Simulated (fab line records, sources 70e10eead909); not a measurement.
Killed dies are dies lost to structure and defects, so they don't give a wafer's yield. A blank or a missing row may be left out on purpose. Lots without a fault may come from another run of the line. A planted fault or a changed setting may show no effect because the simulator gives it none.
fab line records | flow nand_harc
record lots=5 wafers=15 last_day=24
route steps=1159 shown P_ZERO_WELL@44 END@1159
lots that met no fault: from a run of the same line without faults
start_h: hours from the record's first day to the start of the lot's first wafer shown | wait_h: hours since the lot's step before | " the same as in the row above | L1.1+2: a row that stands for several wafers | - no value, or no start given | * or withheld: withheld | < > ~ a bound
route shown NAME@n: a module of which the file shows steps, and the number in the route of the first | usual: mean/standard deviation of fault-free wafers | same: alike in all rows | chamber/n: place in a boat | sites: the reading at each site | _std_site: their standard deviation | _edge_site: outer sites' mean less inner sites' | radius_mm: how far each site lies from the wafer's centre | mask NAME#n: copy n | behind: the tool/chamber that last shaped the wafer | hold: why the lot was held/for how many hours/how that ended | device: the transistor (n, p or np) that didn't switch | end of line: the same wafers' tests at the end of the route | a step without rows: its recipe alone | killed: dies lost to structure and defects at the first sort, not the wafer's yield | map: a wafer's dies, x killed, . not, _ none there
set.NAME: the setting as run; set.NAME@STEP: as run at that earlier step | model.NAME: the simulator's own value behind a step, which no gauge read
lots at some steps of the route; a table a step, a row a wafer
services: from which hour (start_h, from the record's first day; less than 0 if before it) a tool's chamber was out of use, for how many hours, and why
## steps
# step NHARC_P_ZERO_WELL_CD_MEAS_37
# recipe target_cd_nm=720 landing_energy_ev=500
# usual cd_nm=719.7/1.3
# columns lot.wafer tool chamber start_h wait_h cd_nm
L154.1 cd_sem-02 0 40.02 - 720.7
L154.3 " 0 " " 718.2
L154.5 " 0 " " 720.2
L162.3 cd_sem-02 0 88.14 - 719.1
L162.5 " 0 " " 718.6
L162.6 " 0 " " 718.9
L163.1 cd_sem-02 0 94.28 - 718.4
L163.4 " 0 " " 719.7
L163.5 " 0 " " 720.1
L170.1 cd_sem-01 0 136.13 - 721.6
L170.2 " 0 " " 719.9
L170.4 " 0 " " 721.3
L172.3 cd_sem-03 0 148.12 - 721.9
L172.5 " 0 " " 722.8
L172.6 " 0 " " 722.8
# step NHARC_P_ZERO_WELL_HARDBAKE_38
# recipe temp_c=125 time_s=80
# step NHARC_P_ZERO_WELL_DESCUM_39
# recipe time_s=3 o2_flow_sccm=200 ar_flow_sccm=0 bias_power_w=0 chemistry=O2
# usual drypump_motor_current_A=5.8/0.54 oes_product_au=1.003/0.0072 rf_vpp_V=57.6/0.8 showerhead_plenum_p_Torr=1.89/0.088 throttle_valve_pct=11.312/0.0085
# same time_s=3
# columns lot.wafer tool chamber start_h wait_h drypump_motor_current_A oes_product_au rf_hours_counter_h rf_vpp_V showerhead_plenum_p_Torr throttle_valve_pct
L154.3 rie_diel-01 1 40.18 - 5.4 1.015 7 56.5 1.90 11.314
L154.1 " 3 " " 6.7 1.004 6 57.7 1.79 11.299
L154.5 " 2 " " 5.2 0.999 - 57.8 2.04 11.306
L162.3 rie_diel-01 2 88.30 - 5.3 0.991 8 58.4 2.04 11.314
L162.5 " 2 " " 5.3 0.999 - 57.7 2.04 11.314
L162.6 " 3 " " 6.7 0.997 - 57.0 1.79 11.322
L163.1 rie_diel-05 3 94.44 - 6.1 1.007 7 58.0 1.93 11.303
L163.4 " 3 " " 6.1 1.003 - 57.5 1.93 11.310
L163.5 " 1 " " 5.1 1.008 - 58.1 1.80 11.311
L170.2 rie_diel-05 2 136.29 - 6.6 1.008 9 59.0 2.00 11.331
L170.1 " 3 " " 6.1 0.998 9 57.9 1.93 11.306
L170.4 " 1 " " 5.1 1.014 - 57.7 1.80 11.317
L172.3 rie_diel-05 1 148.31 - 5.1 1.000 11 57.1 1.80 11.322
L172.6 " 2 " " 6.6 1.002 - 58.5 2.00 11.305
L172.5 " 1 " " 5.1 0.998 - 57.3 1.80 11.305
# step NHARC_P_ZERO_WELL_IMPLANT_40
# recipe energy_kev=300 dose_cm2=1e+13 tilt_deg=7
# step NHARC_P_ZERO_WELL_IMPLANT_59
# recipe energy_kev=120 dose_cm2=5e+12 tilt_deg=7
# step NHARC_P_ZERO_WELL_IMPLANT_60
# recipe energy_kev=30 dose_cm2=2e+12 tilt_deg=7
# step NHARC_P_ZERO_WELL_STRIP_41
# recipe time_s=840 temp_c=130 chemistry=SPM
# step NHARC_P_ZERO_WELL_DEHYDRATE_44
# recipe temp_c=150 time_s=120
# step NHARC_P_ZERO_WELL_HMDS_45
# recipe time_s=30
# step NHARC_P_ZERO_WELL_COAT_46
# recipe spin_rpm=withheld
# step NHARC_P_ZERO_WELL_SOFTBAKE_47
# recipe temp_c=122 time_s=95
# step NHARC_P_ZERO_WELL_EBR_48
# step NHARC_P_ZERO_WELL_EXPOSE_49
# recipe na=0.6 target_cd_nm=2000 dose_mj=22.64 mask_id=P_HVPW
# columns lot.wafer tool chamber start_h wait_h mask
L154.1+3+5 krf_scanner-03 0 41.50 - P_HVPW#0
L162.3+5+6 krf_scanner-03 0 89.50 - P_NWELL#0
L163.1+4+5 krf_scanner-04 0 95.80 - P_HVPW#0
L170.1+2+4 krf_scanner-03 0 137.63 - P_HVPW#0
L172.3+5+6 krf_scanner-03 0 149.65 - P_HVPW#0
# step NHARC_P_ZERO_WELL_PEB_50
# recipe peb_temp_c=118 peb_time_s=85
# step NHARC_P_ZERO_WELL_DEVELOP_51
# recipe time_s=70
# step NHARC_P_ZERO_WELL_CD_MEAS_52
# recipe target_cd_nm=2000 landing_energy_ev=500
# usual cd_nm=1999.8/1.3
# columns lot.wafer tool chamber start_h wait_h cd_nm
L154.1 cd_sem-03 0 41.66 - 2000.1
L154.3 " 0 " " 2001.2
L154.5 " 0 " " 1998.8
L162.3 cd_sem-01 0 89.66 - -
L162.5 " 0 " " -
L162.6 " 0 " " -
L163.1 cd_sem-01 0 95.95 - 2000.3
L163.4 " 0 " " 1999.0
L163.5 " 0 " " 1999.3
L170.1 cd_sem-01 0 137.79 - 1999.3
L170.2 " 0 " " 1998.9
L170.4 " 0 " " 1999.4
L172.3 cd_sem-01 0 149.80 - 1998.2
L172.5 " 0 " " 1998.4
L172.6 " 0 " " 1999.0
# step NHARC_P_ZERO_WELL_HARDBAKE_53
# recipe temp_c=125 time_s=80
# step NHARC_END_SORT_01
# recipe temp_c=25
# usual killed_at_array=26/9.9 killed_at_other=0.8/1 killed_at_periphery=2.8/2.2 killed_dies=29/9.9 killed_open=3.2/1.8 killed_short=2.1/1.4
# same gross_dies=677
# columns lot.wafer tool chamber start_h wait_h killed_at_array killed_at_other killed_at_periphery killed_dies killed_open killed_short
L154.1 prober-01 0 471.36 2.5 24 1 2 27 4 0
L154.3 prober-01 0 472.98 3.1 25 4 3 32 5 1
L154.5 prober-01 0 474.59 3.7 21 3 3 27 2 2
L162.3 prober-02 0 519.05 3.1 29 0 648 677 4 1
L162.5 prober-02 0 520.65 3.7 19 0 658 677 4 1
L162.6 prober-02 0 521.44 4.0 32 0 645 677 3 3
# killed by level:class
L154.1 A_SLIT:chamber_film_flake=10 A_BONDPAD:chamber_film_flake=4 A_STAIRCASE:chamber_film_flake=3 A_CHANNEL_HOLE_D1:chamber_film_flake=2 A_CONTACT:chamber_film_flake=2 P_M0:geometric_particle:open=1 P_M2:geometric_particle:open=1 A_WL_FILL:geometric_particle:open=1
L154.3 A_SLIT:chamber_film_flake=10 A_CHANNEL_HOLE_D1:chamber_film_flake=4 A_STAIRCASE:chamber_film_flake=4 THIN_TSV:chamber_film_flake=4 A_CONTACT:geometric_particle:open=3 A_BONDPAD:chamber_film_flake=3 P_CONTACT:geometric_particle:open=1 P_M1:geometric_particle:open=1
L154.5 A_SLIT:chamber_film_flake=5 A_STAIRCASE:chamber_film_flake=4 A_BONDPAD:chamber_film_flake=4 A_CHANNEL_HOLE_D1:chamber_film_flake=3 THIN_TSV:chamber_film_flake=3 P_M1:chamber_film_flake=2 A_CONTACT:chamber_film_flake=2 P_M0:geometric_particle:open=1
L162.3 P_ZERO_WELL:area_expose=646 A_STAIRCASE:chamber_film_flake=8 A_M1:chamber_film_flake=6 A_SLIT:chamber_film_flake=6 A_CHANNEL_HOLE_D1:chamber_film_flake=5 P_CONTACT:geometric_particle:open=2 A_M0:geometric_particle:open=2 A_ONON_D1:geometric_particle:short=1
L162.5 P_ZERO_WELL:area_expose=657 A_CHANNEL_HOLE_D1:chamber_film_flake=5 A_SLIT:chamber_film_flake=5 A_CONTACT:chamber_film_flake=3 A_CHANNEL_FILL_D1:geometric_particle:open=1 A_WL_FILL:geometric_particle:open=1 A_CONTACT:geometric_particle:open=1 A_BLC:geometric_particle:open=1
L162.6 P_ZERO_WELL:area_expose=643 A_CHANNEL_HOLE_D1:chamber_film_flake=9 A_STAIRCASE:chamber_film_flake=4 A_SLIT:chamber_film_flake=4 A_CONTACT:chamber_film_flake=4 A_M1:chamber_film_flake=4 P_GATE:geometric_particle:short=1 A_CHANNEL_HOLE_D1:geometric_particle:open=1
# map L162.3 (x killed, . not)
____________x____________
_________xxxxxxx_________
_______xxxxxxxxxxx_______
______xxxxxxxxxxxxx______
_____xxxxxxxxxxxxxxx_____
____xxxxxxxxxxxxxxxxx____
____xxxxxxxxxxxxxxxxx____
___xxxxxxxxxxxxxxxxxxx___
___xxxxxxxxxxxxxxxxxxx___
__xxxxxxxxxxxxxxxxxxxxx__
__xxxxxxxxxxxxxxxxxxxxx__
_xxxxxxxxxxxxxxxxxxxxxxx_
_xxxxxxxxxxxxxxxxxxxxxxx_
_xxxxxxxxxxxxxxxxxxxxxxx_
_xxxxxxxxxxxxxxxxxxxxxxx_
_xxxxxxxxxxxxxxxxxxxxxxx_
xxxxxxxxxxxxxxxxxxxxxxxxx
xxxxxxxxxxxxxxxxxxxxxxxxx
xxxxxxxxxxxxxxxxxxxxxxxxx
xxxxxxxxxxxxxxxxxxxxxxxxx
xxxxxxxxxxxxxxxxxxxxxxxxx
_xxxxxxxxxxxxxxxxxxxxxxx_
_xxxxxxxxxxxxxxxxxxxxxxx_
_xxxxxxxxxxxxxxxxxxxxxxx_
_xxxxxxxxxxxxxxxxxxxxxxx_
_xxxxxxxxxxxxxxxxxxxxxxx_
__xxxxxxxxxxxxxxxxxxxxx__
__xxxxxxxxxxxxxxxxxxxxx__
___xxxxxxxxxxxxxxxxxxx___
___xxxxxxxxxxxxxxxxxxx___
____xxxxxxxxxxxxxxxxx____
____xxxxxxxxxxxxxxxxx____
_____xxxxxxxxxxxxxxx_____
______xxxxxxxxxxxxx______
_______xxxxxxxxxxx_______
_________xxxxxxx_________
____________x____________
# map L172.5 (x killed, . not)
____________.____________
_________......._________
_______..........._______
______.............______
_____..............._____
____.................____
____....x............____
___......xx...........___
___................x..___
__.....................__
__...xx.............x..__
_......................._
_....x.x....x..........._
_...xx.................._
_..x...x................_
_..................x...._
.....x...................
.....x........x...x.....x
.........................
.....x...................
...............x.........
_......................._
_...x..................._
_......................._
_......................._
_......................._
__.....................__
__....x................__
___................x..___
___...........x.......___
____.................____
____..........x......____
_____..............._____
______......x......______
_______......xx..._______
_________......._________
____________.____________
## services
# columns tool chamber start_h hours kind
rie_diel-05 0 20.10 - clean
rie_diel-05 1 20.10 - clean
rie_diel-05 2 20.10 - clean
rie_diel-05 3 20.10 - clean
rie_diel-05 0 43.36 118.1 repair
rie_diel-05 1 44.62 - clean
rie_diel-05 2 44.62 - clean
rie_diel-05 3 44.62 - clean
krf_scanner-04 - 45.40 0.7 repair
rie_diel-05 1 69.12 - clean
rie_diel-05 2 69.12 - clean
rie_diel-05 3 69.12 - clean
krf_scanner-03 0 88.98 - calibration
rie_diel-05 1 93.62 - clean
rie_diel-05 2 93.62 - clean
rie_diel-05 3 93.62 - clean
rie_diel-05 1 97.08 4.5 repair
krf_scanner-04 - 108.14 1.2 repair
rie_diel-01 2 112.53 6.3 repair
krf_scanner-04 - 113.00 1.2 repair
rie_diel-05 1 118.12 - clean
rie_diel-05 2 118.12 - clean
krf_scanner-04 - 126.00 4.0 pm
rie_diel-01 - 138.10 9.0 pm
## key
first_sign step=NHARC_P_ZERO_WELL_EXPOSE_49 reading=mask direction=changed
effect step=NHARC_P_ZERO_WELL_CD_MEAS_52 reading=cd_nm direction=missing
effect step=NHARC_END_SORT_01 reading=killed_at_periphery direction=up sigmas=99+ usual=2.8 struck=650.3
more_kills_born_at NHARC_P_ZERO_WELL_EXPOSE_49@krf_scanner-03=1946
met_at NHARC_P_ZERO_WELL_EXPOSE_49
struck_wafers L162.3,L162.5,L162.6
later_rows_left_out L162.3,L162.5,L162.6
tester_left_out L162
onset_between 41.50 89.50
fault kind=wrong_mask tool=any chamber=- onset_h=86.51 steps=NHARC_P_ZERO_WELL_EXPOSE_49 aux_copy=P_NWELL#0 scope=struck_lots_only
# tester_left_out: of these lots the tester's yield and bins aren't shown, on N5 and GAA mostly nor the transistor test; their killed dies are dies lost to structure and defects alone, not to doping, threshold or leakage, so they don't give the yield
# later_rows_left_out: the simulator's readings of these wafers behind a module that went badly wrong aren't trusted and aren't shown, but for the sort
